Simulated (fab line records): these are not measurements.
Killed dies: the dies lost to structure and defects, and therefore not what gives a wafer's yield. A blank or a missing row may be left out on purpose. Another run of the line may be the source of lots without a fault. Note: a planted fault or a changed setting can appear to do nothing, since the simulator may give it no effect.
fab line records	flow n5-finfet
[record] lots = 7	wafers = 21
route steps=1938 shown BEOL_M10@1512 BEOL_M12@1637 BEOL_M13@1659 BEOL_M15@1773
start-h: start of the lot's first displayed wafer, in hours after the record's first day	wait-h: hours from the lot's prior step to this one	" same as the row above	L1.1+2: a single row standing in for several wafers	- either no value or no given start	* or withheld: withheld	< > ~ a bound
route shown NAME@n: NAME is a module with steps in the file, n the number in the route of the first one	usual: mean/standard deviation taken from wafers without a fault	same: alike in all rows	chamber/n: place in a boat	sites: each site's reading	_std_site: how widely they spread, as a standard deviation	_edge_site: inner sites' mean taken away from outer sites' mean	radius-mm: for every site, how far away it sits from the centre of the wafer	mask NAME#n: copy n	behind: the tool/chamber that last shaped the wafer	hold: reason for holding the lot/hours on hold/outcome of the hold	device: whichever transistor did not switch (one of n, p or np)	end of line: the route-end tests of the same wafers	step lacking rows: just its recipe	killed: at the first sort, the dies lost to defects and structure; wafer yield is something else	map: a wafer's dies, x killed, . not, _ none there
set.NAME: the setting that was run; set.NAME@STEP: the one run at that earlier step	model.NAME: the simulator's own value behind a step, which no gauge read
lots where settings were altered on purpose, with a table for each step and a row for each wafer
[[steps]]
[step N5_BEOL_M10_TRENCH_ETCH_37]
[recipe] chemistry = C4F6/O2	target-depth-a = 1488.3	target = SiCOH_lowk	time-s = 48	ion-energy-ev = 250	pressure-mtorr = 30	source-w = 345	bias-w = 185	Ar_flow_sccm = 300	C4F6_flow_sccm = 10	O2_flow_sccm = 10
[usual] rf-vpp-V = 662/15
lot.wafer	tool	chamber	start-h	wait-h	set.source-w	rf-vpp-V	model.BEOL_M10.feature-depth-nm	model.etch.depth-nm
L078.3	rie-diel-03	3	-	-	286.7	776	142.8	142.9
L078.4	"	0	"	"	286.7	743	140.8	140.7
L078.5	"	1	"	"	345	657	150	149.9
L077.1	rie-diel-02	0	-	-	345	647	146.6	146.7
L077.5	"	3	"	"	345	654	146.6	146.7
L077.6	"	2	"	"	381.6	621	151.8	151.8
L076.2	rie-diel-03	3	-	-	286.7	775	141.2	141.3
L076.5	"	1	"	"	345	659	150.2	150.3
L076.6	"	2	"	"	286.7	737	140	140
L086.3	rie-diel-04	3	-	-	345	693	147.2	147.1
L086.4	"	1	"	"	345	666	154.4	154.4
L086.6	"	3	"	"	345	694	147.2	147.2
L087.3	rie-diel-02	1	-	-	345	668	150	150
L087.5	"	0	"	"	345	647	148.6	148.5
L087.6	"	1	"	"	345	670	150.2	150.2
L089.2	rie-diel-02	1	-	-	345	669	148	147.9
L089.4	"	3	"	"	345	654	148.2	148.2
L089.6	"	3	"	"	291	713	138.8	138.9
L096.2	rie-diel-02	2	-	-	384.5	620	153.6	153.5
L096.5	"	3	"	"	345	653	148.2	148.2
L096.6	"	2	"	"	345	654	146	146
[step N5_BEOL_M10_ETCH_41]
[recipe] chemistry = CH3F/O2	target = SiCN	target-depth-a = 426	taper-deg = 2	time-s = 86	ion-energy-ev = 120	mask-material = TiN	pressure-mtorr = 30	source-w = 395	bias-w = 75	Ar_flow_sccm = 150	CH3F_flow_sccm = 30	O2_flow_sccm = 20
[step N5_BEOL_M10_STRIP_77]
[recipe] chemistry = N2/H2	time-s = 10	power-w = 450	temp-c = 40	pressure-mtorr = 20	rf-frequency-hz = 6e+07	bias-power-w = 7	n2-flow-sccm = 200	h2-flow-sccm = 200
[step N5_BEOL_M10_OCD_MEAS_38]
[usual] trench-depth-nm = 149.3/2.4
lot.wafer	tool	chamber	start-h	wait-h	set.source-w@BEOL_M10_TRENCH_ETCH_37	trench-depth-nm
L078.3	ocd-01	-	284.78	-	286.7	142.7
L078.4	"	-	"	"	286.7	140.8
L078.5	"	-	"	"	345	149.9
L077.1	ocd-02	-	287.47	-	345	146.6
L077.5	"	-	"	"	345	147.1
L077.6	"	-	"	"	381.6	152.0
L076.2	ocd-01	-	297.79	-	286.7	141.1
L076.5	"	-	"	"	345	150.2
L076.6	"	-	"	"	286.7	139.9
L086.3	ocd-02	-	330.87	-	345	146.9
L086.4	"	-	"	"	345	154.4
L086.6	"	-	"	"	345	147.6
L087.3	ocd-01	-	345.23	-	345	150.0
L087.5	"	-	"	"	345	148.4
L087.6	"	-	"	"	345	150.6
L089.2	ocd-01	-	365.63	-	345	148.3
L089.4	"	-	"	"	345	148.0
L089.6	"	-	"	"	291	139.0
L096.2	ocd-01	-	402.30	-	384.5	153.8
L096.5	"	-	"	"	345	148.2
L096.6	"	-	"	"	345	145.9
[step N5_BEOL_M10_HM_STRIP_39]
[recipe] chemistry = peroxide-tin-strip	material = TiN	target-depth-a = 250	temp-c = 50	time-s = 158
[step N5_BEOL_M10_SRD_40]
[recipe] time-s = 30	temp-c = 23	rinse-liquid = diw	dry = ipa-marangoni
[step N5_BEOL_M10_ECD_50]
[recipe] material = Cu	target-thk-a = 3180
[step N5_BEOL_M10_ANNEAL_51]
[recipe] temp-c = 225	time-s = 90	ambient = N2
[step N5_BEOL_M10_CMP_52]
[recipe] stop-on = SiCOH_lowk	t-overpolish-s = 7	down-force-psi = 1	platen-rpm = 50	clearing-platen-down-force-psi = 1.5	clearing-platen-rpm = 50	post-cmp-clean = cu-alkaline	target-thk-nm = 140	clearing-platen-pad-velocity-m-s = 0.99484	pad-velocity-m-s = 0.99484
lot.wafer	tool	chamber	start-h	wait-h	set.source-w@BEOL_M10_TRENCH_ETCH_37	model.Cu_of_BEOL_M10_ECD_50.thk-nm
L078.3	cmp-03	1	288.41	0.2	286.7	135.2
L078.4	"	3	"	"	286.7	131.4
L078.5	"	2	"	"	345	140.6
L077.1	cmp-03	2	290.04	0.3	345	137.8
L077.6	"	0	"	"	381.6	141.2
L077.5	"	1	"	"	345	138.6
L076.2	cmp-01	0	299.63	0.3	286.7	134
L076.5	"	1	"	"	345	143.6
L076.6	"	2	"	"	286.7	131.4
L086.3	cmp-02	0	332.85	0.2	345	138
L086.4	"	1	"	"	345	145
L086.6	"	1	"	"	345	137.2
L087.3	cmp-03	3	348.23	0.2	345	142.4
L087.6	"	2	"	"	345	141.2
L087.5	"	3	"	"	345	139.6
L089.4	cmp-03	0	368.95	0.2	345	137.4
L089.2	"	2	"	"	345	139.4
L089.6	"	3	"	"	291	129
L096.2	cmp-01	3	404.70	0.3	384.5	143
L096.5	"	1	"	"	345	139.4
L096.6	"	2	"	"	345	136.6
[step N5_BEOL_M10_PRE_CLEAN_55]
[recipe] gas = NH3	time-s = 15	temp-c = withheld	rf-power-w = 300
[step N5_BEOL_M10_DEP_56]
[recipe] material = SiCN	target-thk-a = 150	temp-c = withheld	precursor = 3MS/NH3	pressure-torr = 3	rf-w = 202	time-s = 26.5
[step N5_BEOL_M10_RS_MEAS_57]
[recipe] thk-meas-gauge = four-point-probe	reads = Cu_of_BEOL_M10_ECD_50+Co_of_BEOL_M10_CVD_75+TaN_of_BEOL_M10_ALD_74
[usual] M10_RS = 0.150/0.0031
lot.wafer	tool	chamber	start-h	wait-h	set.source-w@BEOL_M10_TRENCH_ETCH_37	M10_RS[ohm/sq]
L078.3	film-metro-01	-	288.84	0.1	286.7	0.157
L078.4	"	-	"	"	286.7	0.162
L078.5	"	-	"	"	345	0.150
L077.1	film-metro-02	-	290.42	0.1	345	0.153
L077.5	"	-	"	"	345	0.153
L077.6	"	-	"	"	381.6	0.149
L076.2	film-metro-02	-	299.95	0.1	286.7	0.158
L076.5	"	-	"	"	345	0.146
L076.6	"	-	"	"	286.7	0.162
L086.3	film-metro-01	-	333.28	0.1	345	0.153
L086.4	"	-	"	"	345	0.145
L086.6	"	-	"	"	345	0.154
L087.3	film-metro-02	-	348.63	0.1	345	0.148
L087.5	"	-	"	"	345	0.151
L087.6	"	-	"	"	345	0.149
L089.2	film-metro-01	-	369.38	0.1	345	0.152
L089.4	"	-	"	"	345	0.154
L089.6	"	-	"	"	291	0.165
L096.2	film-metro-02	-	405.06	0.1	384.5	0.147
L096.5	"	-	"	"	345	0.151
L096.6	"	-	"	"	345	0.155
[step N5_BEOL_M12_ETCH_68]
[recipe] chemistry = N2/H2	target = SOC	mask-material = SiARC	source-w = 3000	bias-w = 350	temp-c = 40	time-s = 285	ion-energy-ev = 200	pressure-mtorr = 30	n2-flow-sccm = 200	h2-flow-sccm = 200
lot.wafer	tool	chamber	start-h	wait-h	set.time-s	model.SiARC_of_BEOL_M12_COAT_66.thk-nm
L078.3	rie-diel-03	0	302.16	0.1	285	86.6
L078.4	"	3	"	"	285	85.8
L078.5	"	0	"	"	244.7	90
L077.1	rie-diel-02	0	303.63	0.1	262.9	88.2
L077.5	"	3	"	"	262.9	87.8
L077.6	"	0	"	"	285	86.8
L076.2	rie-diel-02	3	308.25	0.1	285	85.4
L076.5	"	3	"	"	234.5	89.8
L076.6	"	2	"	"	285	85.6
L086.3	rie-diel-02	1	345.97	0.1	285	85.4
L086.4	"	2	"	"	285	85.8
L086.6	"	1	"	"	285	85
L087.3	rie-diel-04	2	357.91	0.1	285	85.2
L087.5	"	0	"	"	285	85
L087.6	"	3	"	"	285	86
L089.2	rie-diel-03	3	378.55	0.1	335.9	81.2
L089.4	"	0	"	"	285	86
L089.6	"	1	"	"	335.9	80
L096.2	rie-diel-02	1	415.56	0.1	285	85.8
L096.5	"	0	"	"	302.3	85.2
L096.6	"	1	"	"	302.3	84.2
[step N5_BEOL_M12_SPUTTER_44]
[recipe] material = Ta	target-thk-a = 100	temp-c = 50	bias-v = 80	power-w = 15000	chamber-pressure-pa = 0.07	time-s = 16.13
lot.wafer	tool	chamber	start-h	wait-h	set.time-s	model.Ta_of_BEOL_M12_SPUTTER_44.thk-nm
L078.3+5	pvd-sputter-03	-	304.03	0.0	17.08	10.6
L078.4	"	-	"	"	16.13	10
L077.1+6	pvd-sputter-01	-	304.62	0.0	16.13	9.8
L077.5	"	-	"	"	18.07	11.2
L076.2	pvd-sputter-02	-	309.78	0.0	17.62	11.2
L076.5	"	-	"	"	17.62	11
L076.6	"	-	"	"	16.13	10.2
L086.3	pvd-sputter-02	-	348.41	0.0	14.06	8.8
L086.4	"	-	"	"	14.06	9
L086.6	"	-	"	"	16.13	10.2
L087.3+6	pvd-sputter-02	-	363.12	0.0	16.13	10.2
L087.5	"	-	"	"	16.13	10
L089.2+4	pvd-sputter-03	-	380.42	0.0	16.13	10.2
L089.6	"	-	"	"	16.13	10
L096.2	pvd-sputter-01	-	417.19	0.0	16.81	10.6
L096.5	"	-	"	"	16.13	9.6
L096.6	"	-	"	"	16.81	10.2
[step N5_BEOL_M13_ILD_DEP_00]
[recipe] material = SiOC	target-thk-a = 8379.2	temp-c = 350	precursor = DEMS/O2	pressure-torr = 5	rf-w = 500	time-s = 166.4
lot.wafer	tool	chamber	start-h	wait-h	set.time-s	model.SiOC_of_BEOL_M13_ILD_DEP_00.thk-nm
L078.3	pecvd-04	2	305.17	0.0	166.4	833.8
L078.4	"	1	"	"	166.4	826.2
L078.5	"	2	"	"	166.4	846.2
L077.1	pecvd-03	0	305.75	0.0	166.4	840.2
L077.5	"	0	"	"	188.3	969
L077.6	"	1	"	"	188.3	980
L076.2	pecvd-03	0	310.90	0.0	166.4	825.6
L076.5	"	0	"	"	179.1	920.2
L076.6	"	2	"	"	179.1	916
L086.3	pecvd-02	1	349.93	0.0	147	755.6
L086.4	"	0	"	"	166.4	861.2
L086.6	"	1	"	"	147	771.6
L087.3	pecvd-02	0	365.07	0.0	166.4	839.8
L087.5	"	0	"	"	166.4	840.8
L087.6	"	1	"	"	166.4	850.8
L089.2	pecvd-04	2	381.54	0.0	158.5	793.6
L089.4	"	2	"	"	166.4	842.4
L089.6	"	1	"	"	158.5	804
L096.2	pecvd-04	0	418.80	0.0	173.8	877.8
L096.5	"	0	"	"	166.4	858
L096.6	"	2	"	"	166.4	852
[step N5_BEOL_M13_THK_MEAS_01]
[recipe] reads = SiOC_of_BEOL_M13_ILD_DEP_00
[usual] M13_ILD_THK = 845/11
lot.wafer	tool	chamber	start-h	wait-h	set.time-s@BEOL_M13_ILD_DEP_00	M13_ILD_THK[nm]
L078.3	film-metro-01	-	305.32	0.1	166.4	834
L078.4	"	-	"	"	166.4	826
L078.5	"	-	"	"	166.4	846
L077.1	film-metro-01	-	305.90	0.1	166.4	840
L077.5	"	-	"	"	188.3	969
L077.6	"	-	"	"	188.3	980
L076.2	film-metro-01	-	311.05	0.1	166.4	825
L076.5	"	-	"	"	179.1	921
L076.6	"	-	"	"	179.1	916
L086.3	film-metro-01	-	350.08	0.1	147	756
L086.4	"	-	"	"	166.4	861
L086.6	"	-	"	"	147	772
L087.3	film-metro-01	-	365.22	0.1	166.4	841
L087.5	"	-	"	"	166.4	839
L087.6	"	-	"	"	166.4	851
L089.2	film-metro-02	-	381.69	0.1	158.5	794
L089.4	"	-	"	"	166.4	842
L089.6	"	-	"	"	158.5	804
L096.2	film-metro-02	-	418.95	0.1	173.8	878
L096.5	"	-	"	"	166.4	857
L096.6	"	-	"	"	166.4	852
[step N5_BEOL_M13_COAT_58]
[recipe] resist = BARC	temp-c = 205	time-s = 60	spin-rpm = 1500	resist-thk-nm = 89
[step N5_BEOL_M13_COAT_04]
[recipe] spin-rpm = 1625	resist-thk-nm = 400
[step N5_BEOL_M13_DESCUM_15]
[recipe] chemistry = O2	time-s = 7.9	source-power-w = 50	bias-power-w = 20	pressure-mtorr = 20	rf-frequency-hz = 2.712e+07	temp-c = 40	o2-flow-sccm = 225
[step N5_BEOL_M13_ETCH_59]
[recipe] chemistry = N2/H2	target = BARC	target-depth-a = 890	overetch-a = 267	time-s = 67.9	ion-energy-ev = 200	pressure-mtorr = 30	source-w = 840	bias-w = 150	n2-flow-sccm = 200	h2-flow-sccm = 200
[step N5_BEOL_M13_VIA_ETCH_16]
[recipe] chemistry = C4F8/O2/Ar	target = SiOC	pressure-mtorr = 30	source-w = 3000	bias-w = 700	Ar_flow_sccm = 400	C4F8_flow_sccm = 15	O2_flow_sccm = 8	he-inner-torr = 15	he-outer-torr = 30	target-depth-a = 9217	time-s = withheld	ion-energy-ev = 250	ends = cleared
lot.wafer	tool	chamber	start-h	wait-h	set.time-s@BEOL_M13_ILD_DEP_00	model.etch.depth-nm	model.coat_of_BEOL_M13_COAT_04.thk-nm
L078.3	rie-diel-05	2	305.80	0.0	*	833.9	72.8
L078.4	"	1	"	"	*	826.2	74.6
L078.5	"	3	"	"	*	846.2	65
L077.1	rie-diel-01	2	306.52	0.0	*	840.1	70
L077.5	"	1	"	"	*	969	33
L077.6	"	2	"	"	*	980	28.6
L076.2	rie-diel-01	0	312.11	0.0	*	825.6	74
L076.5	"	2	"	"	*	920.2	45.4
L076.6	"	1	"	"	*	916.1	48.2
L086.3	rie-diel-06	0	350.56	0.0	*	755.6	94.2
L086.4	"	3	"	"	*	861.2	64.6
L086.6	"	2	"	"	*	771.5	88.8
L087.3	rie-diel-01	2	365.70	0.0	*	839.8	65.6
L087.5	"	1	"	"	*	840.7	71.6
L087.6	"	3	"	"	*	850.8	63.2
L089.2	rie-diel-05	0	382.32	0.0	*	793.6	86.2
L089.4	"	1	"	"	*	842.3	70.6
L089.6	"	3	"	"	*	804.1	78
L096.2	rie-diel-01	1	419.55	0.0	*	877.7	59.4
L096.5	"	0	"	"	*	858.1	65
L096.6	"	3	"	"	*	852	64.6
[step N5_BEOL_M13_STRIP_63]
[recipe] chemistry = N2/H2	power-w = 1000	temp-c = 250	h2-frac = 0.65	overash-fraction = 0.3	pressure-mtorr = 1000	n2-flow-sccm = 1750	h2-flow-sccm = 3250
[usual] strip-time-to-endpoint-s = 27.2/1.1
lot.wafer	tool	chamber	start-h	wait-h	set.time-s@BEOL_M13_ILD_DEP_00	strip-time-to-endpoint-s
L078.3	plasma-asher-01	0	306.06	-	166.4	28.5
L078.4	"	1	"	"	166.4	29.0
L078.5	"	0	"	"	166.4	26.2
L077.1	plasma-asher-01	0	306.75	-	166.4	27.7
L077.5	"	0	"	"	188.3	16.1
L077.6	"	1	"	"	188.3	14.5
L076.2	plasma-asher-01	0	312.39	-	166.4	28.9
L076.5	"	0	"	"	179.1	20.2
L076.6	"	1	"	"	179.1	21.1
L086.3	plasma-asher-01	1	350.82	-	147	34.6
L086.4	"	0	"	"	166.4	26.1
L086.6	"	0	"	"	147	33.1
L087.3	plasma-asher-01	1	365.96	-	166.4	26.4
L087.5	"	1	"	"	166.4	28.1
L087.6	"	0	"	"	166.4	25.6
L089.2	plasma-asher-02	0	382.55	-	158.5	32.4
L089.4	"	1	"	"	166.4	27.9
L089.6	"	1	"	"	158.5	30.0
L096.2	plasma-asher-01	0	419.79	-	173.8	24.5
L096.5	"	0	"	"	166.4	26.2
L096.6	"	1	"	"	166.4	26.0
[step N5_BEOL_M15_ILD_DEP_00]
[recipe] material = SiO2	target-thk-a = 16293	temp-c = 400	precursor = TEOS/O2	pressure-torr = 6.5	rf-w = 900	teos-flow-sccm = 161.4	gas = O2	flow-sccm = 2650	time-s = 346.1
lot.wafer	tool	chamber	start-h	wait-h	set.time-s	model.SiO2_of_BEOL_M15_ILD_DEP_00.thk-nm
L078.3	pecvd-02	2	313.41	0.0	346.1	1591
L078.4	"	2	"	"	346.1	1636
L078.5	"	0	"	"	346.1	1637
L077.1	pecvd-03	2	315.20	0.0	346.1	1615
L077.5	"	0	"	"	385.2	1832
L077.6	"	2	"	"	346.1	1651
L076.2	pecvd-01	0	324.12	0.0	346.1	1650
L076.5	"	2	"	"	295.4	1424
L076.6	"	1	"	"	295.4	1411
L086.3	pecvd-02	2	359.19	0.0	311.2	1442
L086.4	"	0	"	"	346.1	1626
L086.6	"	1	"	"	311.2	1421
L087.3	pecvd-01	0	376.73	0.0	346.1	1613
L087.5	"	0	"	"	346.1	1624
L087.6	"	1	"	"	346.1	1636
L089.2	pecvd-02	2	396.86	0.0	346.1	1606
L089.4	"	0	"	"	307.7	1458
L089.6	"	1	"	"	346.1	1599
L096.2	pecvd-01	0	433.94	0.0	304.4	1415
L096.5	"	1	"	"	304.4	1442
L096.6	"	2	"	"	346.1	1632
[step N5_BEOL_M15_THK_MEAS_01]
[recipe] reads = SiO2_of_BEOL_M15_ILD_DEP_00
[usual] M15_ILD_THK = 1626/24
lot.wafer	tool	chamber	start-h	wait-h	set.time-s@BEOL_M15_ILD_DEP_00	M15_ILD_THK[nm]
L078.3	film-metro-01	-	313.67	0.1	346.1	1592
L078.4	"	-	"	"	346.1	1637
L078.5	"	-	"	"	346.1	1636
L077.1	film-metro-01	-	315.55	0.2	346.1	1614
L077.5	"	-	"	"	385.2	1833
L077.6	"	-	"	"	346.1	1651
L076.2	film-metro-01	-	324.37	0.1	346.1	1651
L076.5	"	-	"	"	295.4	1424
L076.6	"	-	"	"	295.4	1410
L086.3	film-metro-01	-	359.44	0.1	311.2	1442
L086.4	"	-	"	"	346.1	1626
L086.6	"	-	"	"	311.2	1421
L087.3	film-metro-01	-	376.98	0.1	346.1	1614
L087.5	"	-	"	"	346.1	1624
L087.6	"	-	"	"	346.1	1635
L089.2	film-metro-02	-	397.12	0.2	346.1	1606
L089.4	"	-	"	"	307.7	1458
L089.6	"	-	"	"	346.1	1598
L096.2	film-metro-01	-	434.20	0.1	304.4	1416
L096.5	"	-	"	"	304.4	1441
L096.6	"	-	"	"	346.1	1634
[[key]]
[split] step = N5_BEOL_M10_TRENCH_ETCH_37	setting = source-w	stated = 345	by = wafer
[response] step = N5_BEOL_M10_TRENCH_ETCH_37	reading = rf-vpp-V	change = -4.6	per = 1%	r = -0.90
[response] step = N5_BEOL_M10_TRENCH_ETCH_37	reading = model.BEOL_M10.feature-depth-nm	change = +0.543	per = 1%	r = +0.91
[response] step = N5_BEOL_M10_TRENCH_ETCH_37	reading = model.etch.depth-nm	change = +0.54	per = 1%	r = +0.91
[response] step = N5_BEOL_M10_OCD_MEAS_38	reading = trench-depth-nm	change = +0.547	per = 1%	r = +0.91
[response] step = N5_BEOL_M10_CMP_52	reading = model.Cu_of_BEOL_M10_ECD_50.thk-nm	change = +0.513	per = 1%	r = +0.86
[response] step = N5_BEOL_M10_RS_MEAS_57	reading = M10_RS	change = -0.000639	per = 1%	r = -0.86
[split] step = N5_BEOL_M12_ETCH_68	setting = time-s	stated = 285	by = wafer
[response] step = N5_BEOL_M12_ETCH_68	reading = model.SiARC_of_BEOL_M12_COAT_66.thk-nm	change = -0.261	per = 1%	r = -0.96
[split] step = N5_BEOL_M12_SPUTTER_44	setting = time-s	stated = 16.13	by = wafer
[response] step = N5_BEOL_M12_SPUTTER_44	reading = model.Ta_of_BEOL_M12_SPUTTER_44.thk-nm	change = +0.109	per = 1%	r = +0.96
[split] step = N5_BEOL_M13_ILD_DEP_00	setting = time-s	stated = 166.4	by = wafer
[response] step = N5_BEOL_M13_ILD_DEP_00	reading = model.SiOC_of_BEOL_M13_ILD_DEP_00.thk-nm	change = +9.57	per = 1%	r = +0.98
[response] step = N5_BEOL_M13_THK_MEAS_01	reading = M13_ILD_THK	change = +9.56	per = 1%	r = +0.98
[response] step = N5_BEOL_M13_VIA_ETCH_16	reading = model.etch.depth-nm	change = +9.57	per = 1%	r = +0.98
[response] step = N5_BEOL_M13_VIA_ETCH_16	reading = model.coat_of_BEOL_M13_COAT_04.thk-nm	change = -2.72	per = 1%	r = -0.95
[response] step = N5_BEOL_M13_STRIP_63	reading = strip-time-to-endpoint-s	change = *	per = 1%	r = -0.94
[split] step = N5_BEOL_M15_ILD_DEP_00	setting = time-s	stated = 346.1	by = wafer
[response] step = N5_BEOL_M15_ILD_DEP_00	reading = model.SiO2_of_BEOL_M15_ILD_DEP_00.thk-nm	change = +16.4	per = 1%	r = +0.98
[response] step = N5_BEOL_M15_THK_MEAS_01	reading = M15_ILD_THK	change = +16.5	per = 1%	r = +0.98
